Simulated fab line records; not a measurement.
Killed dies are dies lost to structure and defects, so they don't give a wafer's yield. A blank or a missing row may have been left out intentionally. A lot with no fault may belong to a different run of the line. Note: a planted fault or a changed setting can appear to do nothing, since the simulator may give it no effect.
Matching of chambers :: flow n5-finfet :: pecvd-01 running N5_BEOL_M8_DEP_56: 3 sister chambers
The step deposits SiCN from 3MS/NH3, target thk 10 nm, time 17.5 s. 14 wafers are shown with their chamber, then 7 later ones without.

## WAFERS WITH THEIR CHAMBER
wafer: L074.2
chamber: 0
throttle-valve-pct (%): 9.5
showerhead-plenum-p-Torr (Torr): 3.647

wafer: L074.4
chamber: 2
throttle-valve-pct (%): 8.7
showerhead-plenum-p-Torr (Torr): 3.674

wafer: L074.6
chamber: 1
throttle-valve-pct (%): 9.4
showerhead-plenum-p-Torr (Torr): 3.666

wafer: L078.1
chamber: 0
throttle-valve-pct (%): 9.5
showerhead-plenum-p-Torr (Torr): 3.645

wafer: L078.4
chamber: 2
throttle-valve-pct (%): 8.7
showerhead-plenum-p-Torr (Torr): 3.672

wafer: L078.5
chamber: 1
throttle-valve-pct (%): 9.2
showerhead-plenum-p-Torr (Torr): 3.659

wafer: L077.1
chamber: 2
throttle-valve-pct (%): 8.4
showerhead-plenum-p-Torr (Torr): 3.668

wafer: L077.5
chamber: 0
throttle-valve-pct (%): 9.5
showerhead-plenum-p-Torr (Torr): 3.641

wafer: L077.6
chamber: 2
throttle-valve-pct (%): 8.6
showerhead-plenum-p-Torr (Torr): 3.682

wafer: L082.3
chamber: 0
throttle-valve-pct (%): 9.4
showerhead-plenum-p-Torr (Torr): 3.644

wafer: L082.5
chamber: 0
throttle-valve-pct (%): 9.3
showerhead-plenum-p-Torr (Torr): 3.655

wafer: L082.6
chamber: 1
throttle-valve-pct (%): 9.3
showerhead-plenum-p-Torr (Torr): 3.642

wafer: L087.1
chamber: 1
throttle-valve-pct (%): 9.2
showerhead-plenum-p-Torr (Torr): 3.661

wafer: L087.2
chamber: 2
throttle-valve-pct (%): 8.6
showerhead-plenum-p-Torr (Torr): 3.674

SIGNATURES (means of the wafers above)
reading: throttle-valve-pct
chamber 0: 9.440
chamber 1: 9.275
chamber 2: 8.600
scatter within a chamber: 0.104

reading: showerhead-plenum-p-Torr
chamber 0: 3.64640
chamber 1: 3.65700
chamber 2: 3.67400
scatter within a chamber: 0.00701
Rule: a wafer's distance from a chamber is the root of the sum, over the readings, of the square of ((its reading less the chamber's mean) divided by the reading's scatter). If the next closest chamber is less than 2 further off than the closest, the wafer can't be placed; otherwise it belongs to the closest. How the scatter is found: for the shown wafers, subtract from each reading the mean of its chamber, square and add these, divide the total by (wafers less chambers), then take the root.

## WAFERS WITH NO CHAMBER GIVEN
wafer: L087.5
throttle-valve-pct (%): 9.1
showerhead-plenum-p-Torr (Torr): 3.655

wafer: L089.2
throttle-valve-pct (%): 8.4
showerhead-plenum-p-Torr (Torr): 3.668

wafer: L089.3
throttle-valve-pct (%): 9.3
showerhead-plenum-p-Torr (Torr): 3.659

wafer: L089.5
throttle-valve-pct (%): 8.4
showerhead-plenum-p-Torr (Torr): 3.681

wafer: L095.2
throttle-valve-pct (%): 9.4
showerhead-plenum-p-Torr (Torr): 3.652

wafer: L095.3
throttle-valve-pct (%): 8.6
showerhead-plenum-p-Torr (Torr): 3.668

wafer: L095.6
throttle-valve-pct (%): 9.4
showerhead-plenum-p-Torr (Torr): 3.653

## WHICH CHAMBER EACH WENT THROUGH
wafer: L087.5
from the rows above: can't be placed: 1 or 0
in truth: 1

wafer: L089.2
from the rows above: 2
in truth: 2

wafer: L089.3
from the rows above: can't be placed: 1 or 0
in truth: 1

wafer: L089.5
from the rows above: 2
in truth: 2

wafer: L095.2
from the rows above: can't be placed: 0 or 1
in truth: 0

wafer: L095.3
from the rows above: 2
in truth: 2

wafer: L095.6
from the rows above: can't be placed: 0 or 1
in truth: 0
Placed correctly: 3 of 7. Not placeable from these rows: 4 (in 4, the candidates include the true chamber). Wrongly placed: 0.
